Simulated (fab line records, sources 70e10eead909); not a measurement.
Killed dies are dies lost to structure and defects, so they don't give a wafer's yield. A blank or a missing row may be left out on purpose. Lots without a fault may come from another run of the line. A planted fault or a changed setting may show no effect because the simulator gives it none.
fab line records | flow nand_harc
record lots=12 wafers=36 last_day=34
route steps=1302 shown A_STAIRCASE@719 END@1302
lots that met no fault: from a run of the same line without faults
start_h: hours from the record's first day to the start of the lot's first wafer shown | wait_h: hours since the lot's step before | " the same as in the row above | L1.1+2: a row that stands for several wafers | - no value, or no start given | * or withheld: withheld | < > ~ a bound
route shown NAME@n: a module of which the file shows steps, and the number in the route of the first | usual: mean/standard deviation of fault-free wafers | same: alike in all rows | chamber/n: place in a boat | sites: the reading at each site | _std_site: their standard deviation | _edge_site: outer sites' mean less inner sites' | radius_mm: how far each site lies from the wafer's centre | mask NAME#n: copy n | behind: the tool/chamber that last shaped the wafer | hold: why the lot was held/for how many hours/how that ended | device: the transistor (n, p or np) that didn't switch | end of line: the same wafers' tests at the end of the route | a step without rows: its recipe alone | killed: dies lost to structure and defects at the first sort, not the wafer's yield | map: a wafer's dies, x killed, . not, _ none there
set.NAME: the setting as run; set.NAME@STEP: as run at that earlier step | model.NAME: the simulator's own value behind a step, which no gauge read
steps of the route over a sample of lots; a table a step, a row a wafer
services: from which hour (start_h, from the record's first day; less than 0 if before it) a tool's chamber was out of use, for how many hours, and why
## steps
# step NHARC_A_STAIRCASE_STRIP_205
# recipe power_w=1500 temp_c=250 chemistry=O2
# usual drypump_motor_current_A=5.5/0.59 heater_power_w=361/22
# columns lot.wafer tool chamber start_h wait_h drypump_motor_current_A heater_power_w rf_hours_counter_h
L936.2 plasma_asher-02 1 396.40 0.1 4.8 355 27
L936.3 " 1 " " 4.8 356 -
L936.5 " 0 " " 5.2 391 -
L938.2 plasma_asher-02 0 406.16 0.1 5.2 390 31
L938.5 " 0 " " 5.2 378 -
L938.6 " 1 " " 4.8 359 -
L939.3 plasma_asher-01 0 406.30 0.2 6.3 330 -
L939.6 " 0 " " 6.3 333 -
L939.5 " 1 " " 5.9 365 -
L940.2 plasma_asher-02 1 427.10 0.1 4.8 356 35
L940.3 " 1 " " 4.8 362 -
L940.5 " 1 " " 4.8 356 -
L941.1 plasma_asher-01 0 438.88 0.1 6.3 330 18
L941.4 " 1 " " 6.0 351 -
L941.6 " 1 " " 5.9 361 -
L948.4 plasma_asher-01 1 514.81 0.2 5.9 356 -
L948.6 " 0 " " 6.3 325 -
L948.5 " 1 " " 5.9 355 -
L951.1 plasma_asher-01 0 539.17 0.1 6.2 332 2
L951.2 " 1 " " 6.0 357 2
L951.6 " 1 " " 5.9 365 -
L952.2 plasma_asher-02 1 539.60 0.1 4.8 361 23
L952.3 " 0 " " 5.2 390 -
L952.6 " 0 " " 5.2 386 -
L953.4 plasma_asher-01 1 568.88 0.2 6.0 373 -
L953.6 " 1 " " 5.9 368 -
L953.5 " 0 " " 6.3 338 -
L954.2 plasma_asher-02 1 576.20 0.1 4.8 365 30
L954.3 " 1 " " 4.8 367 -
L954.6 " 0 " " 5.2 412 -
L955.3 plasma_asher-01 1 588.37 0.2 5.9 360 -
L955.4 " 0 " " 6.3 333 -
L955.5 " 0 " " 6.3 341 -
L956.4 plasma_asher-02 1 588.54 0.2 4.8 372 -
L956.3 " 0 " " 5.2 391 -
L956.6 " 1 " " 4.8 366 -
# step NHARC_A_STAIRCASE_ETCH_221
# recipe target_depth_a=1000 time_s=40.5 ion_energy_ev=400 c4f8_flow_sccm=20 o2_flow_sccm=10 ar_flow_sccm=withheld rf_w=600 bias_w=1000 chemistry=C4F8/O2
# usual bias_w=1000/3 chamber_pressure_mTorr=25.001/0.024 oes_product_au=0.940/0.014 rf_vpp_V=897/4.9
# columns lot.wafer tool chamber start_h wait_h bias_w chamber_pressure_mTorr oes_product_au rf_hours_counter_h rf_vpp_V
L936.2 rie_diel-06 2 - - 999 24.982 0.933 25 906
L936.3 " 3 " " 997 24.999 0.935 26 893
L936.5 " 1 " " 1002 25.027 0.929 - 898
L938.2 rie_diel-09 3 - - 1004 24.990 0.953 28 887
L938.5 " 3 " " 1004 24.988 0.944 - 886
L938.6 " 0 " " 1000 24.975 0.945 - 895
L939.3 rie_diel-13 2 - - 1002 24.982 0.951 21 901
L939.5 " 0 " " 1002 24.979 0.954 - 904
L939.6 " 1 " " 1001 25.026 0.954 - 899
L940.3 rie_diel-13 0 - - 1005 25.049 0.926 28 904
L940.2 " 1 " " 997 24.996 0.925 27 898
L940.5 " 0 " " 998 25.026 0.913 - 905
L941.1 rie_diel-06 2 - - 996 25.020 0.909 36 904
L941.4 " 0 " " 1001 24.978 0.919 34 896
L941.6 " 1 " " 993 25.051 0.920 - 900
L948.4 rie_diel-06 3 - - 1002 25.004 0.954 8 893
L948.6 " 2 " " 996 25.005 0.946 - 903
L948.5 " 3 " " 999 25.037 0.956 - 893
L951.1 rie_diel-06 1 - - 1005 25.002 0.938 21 897
L951.2 " 3 " " 998 25.011 0.942 20 893
L951.6 " 1 " " 1002 24.998 0.948 - 897
L952.3 rie_diel-13 0 - - 1000 25.012 0.941 6 902
L952.2 " 1 " " 1003 24.999 0.925 3 897
L952.6 " 1 " " 1000 25.021 0.927 - 897
L953.4 rie_diel-13 2 - - 999 24.959 0.945 15 899
L953.6 " 0 " " 1004 25.011 0.924 - 902
L953.5 " 1 " " 1002 25.018 0.926 - 898
L954.3 rie_diel-06 1 - - 1000 25.027 0.936 26 897
L954.2 " 0 " " 1002 24.993 0.955 28 896
L954.6 " 2 " " 1002 24.989 0.941 - 904
L955.3 rie_diel-06 0 - - 1003 25.018 0.968 32 896
L955.4 " 1 " " 1000 25.003 0.955 33 899
L955.5 " 1 " " 999 24.981 0.952 - 898
L956.4 rie_diel-06 1 - - 1001 25.000 0.928 33 897
L956.3 " 3 " " 998 25.032 0.931 33 893
L956.6 " 1 " " 995 25.066 0.934 - 897
# step NHARC_A_STAIRCASE_TRIM_222
# recipe time_s=211.2 o2_flow_sccm=500 ar_flow_sccm=0 bias_w=0 chemistry=O2
# usual drypump_motor_current_A=5.8/0.48 oes_product_au=1.001/0.01 rf_vpp_V=57.8/0.88 showerhead_plenum_p_Torr=3.57/0.14 throttle_valve_pct=17.038/0.0099
# columns lot.wafer tool chamber start_h wait_h drypump_motor_current_A oes_product_au rf_hours_counter_h rf_vpp_V showerhead_plenum_p_Torr throttle_valve_pct
L936.2 rie_diel-06 1 - - 6.0 1.000 24 57.9 3.60 17.052
L936.3 " 2 " " 5.2 0.991 25 58.5 3.77 17.039
L936.5 " 1 " " 5.9 1.000 - 57.2 3.60 17.038
L938.2 rie_diel-09 0 - - 4.9 1.005 27 59.5 3.52 17.046
L938.6 " 0 " " 4.9 1.011 - 57.6 3.52 17.026
L938.5 " 3 " " 6.0 1.003 - 58.3 3.28 17.043
L939.3 rie_diel-13 2 - - 5.1 0.998 21 56.9 3.65 17.044
L939.5 " 0 " " 5.1 0.993 - 58.6 3.73 17.058
L939.6 " 1 " " 5.4 0.995 - 58.4 3.58 17.060
L940.3 rie_diel-13 3 - - 6.4 0.994 30 57.1 3.35 17.037
L940.2 " 2 " " 5.1 0.999 28 57.6 3.64 17.028
L940.5 " 0 " " 5.1 0.985 - 59.2 3.73 17.047
L941.1 rie_diel-06 3 - - 6.4 0.999 34 57.9 3.46 17.050
L941.4 " 0 " " 5.8 1.003 34 57.6 3.54 17.027
L941.6 " 1 " " 6.0 0.999 - 58.4 3.60 17.028
L948.4 rie_diel-06 0 - - 5.8 1.019 8 57.6 3.53 17.048
L948.5 " 2 " " 5.2 0.996 - 57.5 3.75 17.048
L948.6 " 3 " " 6.4 1.005 - 58.0 3.45 17.034
L951.1 rie_diel-06 3 - - 6.4 0.990 20 57.8 3.44 17.029
L951.2 " 0 " " 5.8 1.006 20 57.9 3.52 17.036
L951.6 " 3 " " 6.4 1.007 - 58.8 3.44 17.045
L952.3 rie_diel-13 1 - - 5.3 0.982 3 59.0 3.56 17.047
L952.2 " 3 " " 6.4 0.987 6 56.5 3.33 17.045
L952.6 " 1 " " 5.3 0.972 - 57.8 3.56 17.045
L953.4 rie_diel-13 3 - - 6.4 0.991 14 57.1 3.33 17.038
L953.5 " 2 " " 5.1 0.974 - 59.4 3.61 17.028
L953.6 " 3 " " 6.4 0.990 - 56.9 3.33 17.048
L954.2 rie_diel-06 1 - - 6.0 1.003 27 57.2 3.57 17.014
L954.3 " 2 " " 5.2 1.002 23 59.0 3.74 17.023
L954.6 " 1 " " 6.0 1.006 - 57.1 3.57 17.038
L955.4 rie_diel-06 0 - - 5.8 1.005 32 56.7 3.51 17.049
L955.3 " 1 " " 6.0 1.001 33 57.5 3.57 17.023
L955.5 " 3 " " 6.5 0.996 - 57.8 3.43 17.033
L956.4 rie_diel-06 2 - - 5.2 0.993 31 57.9 3.73 17.024
L956.3 " 0 " " 5.8 1.012 36 57.1 3.51 17.048
L956.6 " 1 " " 5.9 1.006 - 59.0 3.57 17.026
# step NHARC_A_STAIRCASE_ETCH_223
# recipe target_depth_a=1000 time_s=40.5 ion_energy_ev=400 c4f8_flow_sccm=20 o2_flow_sccm=10 ar_flow_sccm=withheld rf_w=600 bias_w=1000 chemistry=C4F8/O2
# usual bias_w=999.9/3 chamber_pressure_mTorr=25.002/0.023 oes_product_au=0.942/0.01 rf_vpp_V=898/5.1
# columns lot.wafer tool chamber start_h wait_h bias_w chamber_pressure_mTorr oes_product_au rf_hours_counter_h rf_vpp_V
L936.2 rie_diel-06 3 398.27 - 997.4 25.019 0.928 26 893
L936.3 " 1 " " 997.9 25.035 0.936 24 899
L936.5 " 0 " " 1000.5 25.001 0.932 - 897
L938.2 rie_diel-09 3 408.22 - 1001.3 25.029 0.948 28 887
L938.5 " 1 " " 998.5 25.000 0.961 - 905
L938.6 " 0 " " 1000.7 25.002 0.955 - 896
L939.3 rie_diel-13 1 408.30 - 1001.3 24.979 0.938 20 898
L939.5 " 2 " " 999.6 24.974 0.958 - 900
L939.6 " 3 " " 999.5 24.969 0.953 - 888
L940.2 rie_diel-13 0 431.77 - 999.3 25.013 0.941 28 902
L940.3 " 1 " " 997.0 24.972 0.945 27 897
L940.5 " 0 " " 997.9 24.982 0.936 - 904
L941.1 rie_diel-06 2 440.74 - 1000.0 24.991 0.934 36 904
L941.4 " 0 " " 996.8 25.002 0.937 34 896
L941.6 " 1 " " 998.7 25.021 0.931 - 898
L948.4 rie_diel-06 1 516.66 - 1006.3 25.035 0.937 10 899
L948.6 " 2 " " 1002.4 24.966 0.938 - 905
L948.5 " 3 " " 1002.1 24.961 0.948 - 894
L951.1 rie_diel-06 1 541.24 - - - - - -
L951.2 " 3 " " - - - - -
L951.6 " 0 " " - - - - -
L952.2 rie_diel-13 1 541.73 - - - - - -
L952.3 " 2 " " - - - - -
L952.6 " 0 " " - - - - -
L953.4 rie_diel-13 1 570.76 - 1001.7 24.964 0.937 10 898
L953.5 " 1 " " 1000.4 24.998 0.936 - 897
L953.6 " 2 " " 1000.5 25.016 0.932 - 900
L954.2 rie_diel-06 3 578.14 - 1000.2 24.992 0.943 28 892
L954.3 " 0 " " 999.7 25.009 0.941 28 896
L954.6 " 3 " " 995.7 25.021 0.940 - 893
L955.3 rie_diel-06 1 590.17 - 999.9 25.013 0.940 33 899
L955.4 " 0 " " 992.3 25.025 0.955 32 896
L955.5 " 1 " " 1001.2 25.007 0.950 - 897
L956.4 rie_diel-06 3 593.88 - 1003.4 24.959 0.932 37 892
L956.3 " 0 " " 1001.2 25.007 0.943 36 896
L956.6 " 2 " " 1000.0 25.022 0.929 - 904
# step NHARC_END_SORT_01
# recipe temp_c=25
# usual killed_at_array=51/18 killed_at_other=1.0/1.2 killed_at_periphery=3.7/2.9 killed_dies=55/19 killed_open=3.5/1.9 killed_short=2.6/1.6
# same gross_dies=677
# columns lot.wafer tool chamber start_h wait_h killed_at_array killed_at_other killed_at_periphery killed_dies killed_open killed_short
L952.2 prober-02 0 740.70 2.8 669 3 5 677 6 7
L952.3 prober-02 0 741.51 3.1 673 4 0 677 1 3
L952.6 prober-02 0 743.91 4.0 673 3 1 677 3 4
L951.1 prober-01 0 747.57 2.5 670 1 6 677 5 1
L951.2 prober-01 0 748.37 2.8 668 4 5 677 6 3
L951.6 prober-01 0 751.57 4.0 673 1 3 677 2 1
# killed by level:class
L952.2 A_STAIRCASE:area_etch=618 A_CHANNEL_HOLE_D2:chamber_film_flake=28 A_CHANNEL_HOLE_D1:chamber_film_flake=6 A_CONTACT:chamber_film_flake=4 A_SLIT:chamber_film_flake=3 A_WL_FILL:geometric_particle:open=2 THIN_TSV:chamber_film_flake=2 P_CONTACT:geometric_particle:short=1
L952.3 A_STAIRCASE:area_etch=607 A_CHANNEL_HOLE_D2:chamber_film_flake=25 A_CHANNEL_HOLE_D1:chamber_film_flake=15 A_CONTACT:chamber_film_flake=13 A_SLIT:chamber_film_flake=5 THIN_TSV:chamber_film_flake=4 A_DECK1_JOINT:chamber_film_flake=2 A_ONON_D1:geometric_particle:short=1
L952.6 A_STAIRCASE:area_etch=640 A_CONTACT:chamber_film_flake=8 A_CHANNEL_HOLE_D1:chamber_film_flake=6 A_CHANNEL_HOLE_D2:chamber_film_flake=6 A_SLIT:chamber_film_flake=3 THIN_TSV:chamber_film_flake=3 A_ONON_D2:geometric_particle:open=2 A_WL_FILL:chamber_film_flake=2
L951.1 A_STAIRCASE:area_etch=617 A_CHANNEL_HOLE_D1:chamber_film_flake=38 A_CONTACT:chamber_film_flake=5 A_WL_FILL:chamber_film_flake=3 P_M1:chamber_film_flake=2 A_SLIT:chamber_film_flake=2 P_GATE:geometric_particle:short=1 P_CONTACT:geometric_particle:open=1
L951.2 A_STAIRCASE:area_etch=610 A_CHANNEL_HOLE_D1:chamber_film_flake=32 A_CONTACT:chamber_film_flake=7 P_M1:chamber_film_flake=4 A_SLIT:chamber_film_flake=4 A_WL_FILL:chamber_film_flake=4 HYBRID_BOND:chamber_film_flake=3 A_DECK1_JOINT:geometric_particle:open=2
L951.6 A_STAIRCASE:area_etch=623 A_CHANNEL_HOLE_D1:chamber_film_flake=34 A_WL_FILL:chamber_film_flake=5 A_CONTACT:chamber_film_flake=5 P_M1:chamber_film_flake=3 A_SLIT:chamber_film_flake=2 A_ONON_D1:geometric_particle:open=1 A_CONTACT:geometric_particle:short=1
## services
# columns tool chamber start_h hours kind
rie_diel-06 0 390.44 - clean
rie_diel-06 1 390.44 - clean
rie_diel-06 2 390.44 - clean
rie_diel-06 3 390.44 - clean
rie_diel-09 2 403.14 7.8 repair
rie_diel-06 0 414.94 - clean
rie_diel-06 1 414.94 - clean
rie_diel-06 2 414.94 - clean
rie_diel-06 3 414.94 - clean
rie_diel-06 3 422.45 7.5 repair
rie_diel-06 - 425.03 0.3 repair
rie_diel-09 2 427.96 6.4 repair
plasma_asher-02 - 428.22 9.0 pm
rie_diel-13 3 438.47 4.7 repair
rie_diel-06 2 442.72 2.9 repair
rie_diel-09 0 459.93 16.0 repair
plasma_asher-01 - 464.66 0.5 repair
rie_diel-13 - 478.05 0.4 repair
rie_diel-06 - 484.85 9.0 pm
rie_diel-09 - 497.23 9.0 pm
plasma_asher-01 - 519.29 9.0 pm
rie_diel-13 - 520.51 9.0 pm
rie_diel-13 1 534.71 5.6 repair
plasma_asher-02 - 547.20 2.0 repair
## key
first_sign step=NHARC_A_STAIRCASE_ETCH_223 reading=tool_record direction=missing
effect step=NHARC_END_SORT_01 reading=killed_at_array direction=up sigmas=34 usual=51 struck=671
more_kills_born_at NHARC_A_STAIRCASE_ETCH_223@rie_diel-13=1865 NHARC_A_STAIRCASE_ETCH_223@rie_diel-06=1848
met_at NHARC_A_STAIRCASE_ETCH_223
struck_lots L951,L952
later_rows_left_out L951.1,L951.2,L951.6,L952.2,L952.3,L952.6
tester_left_out L951,L952
not_acting_at NHARC_A_STAIRCASE_STRIP_205,NHARC_A_STAIRCASE_ETCH_221,NHARC_A_STAIRCASE_TRIM_222
onset_between 516.66 541.24
fault kind=skipped_step_whole tool=rie_diel-06,rie_diel-13 chamber=- onset_h=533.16 steps=NHARC_A_STAIRCASE_ETCH_223 scope=struck_lots_only
# tester_left_out: of these lots the tester's yield and bins aren't shown, on N5 and GAA mostly nor the transistor test; their killed dies are dies lost to structure and defects alone, not to doping, threshold or leakage, so they don't give the yield
# later_rows_left_out: the simulator's readings of these wafers behind a module that went badly wrong aren't trusted and aren't shown, but for the sort
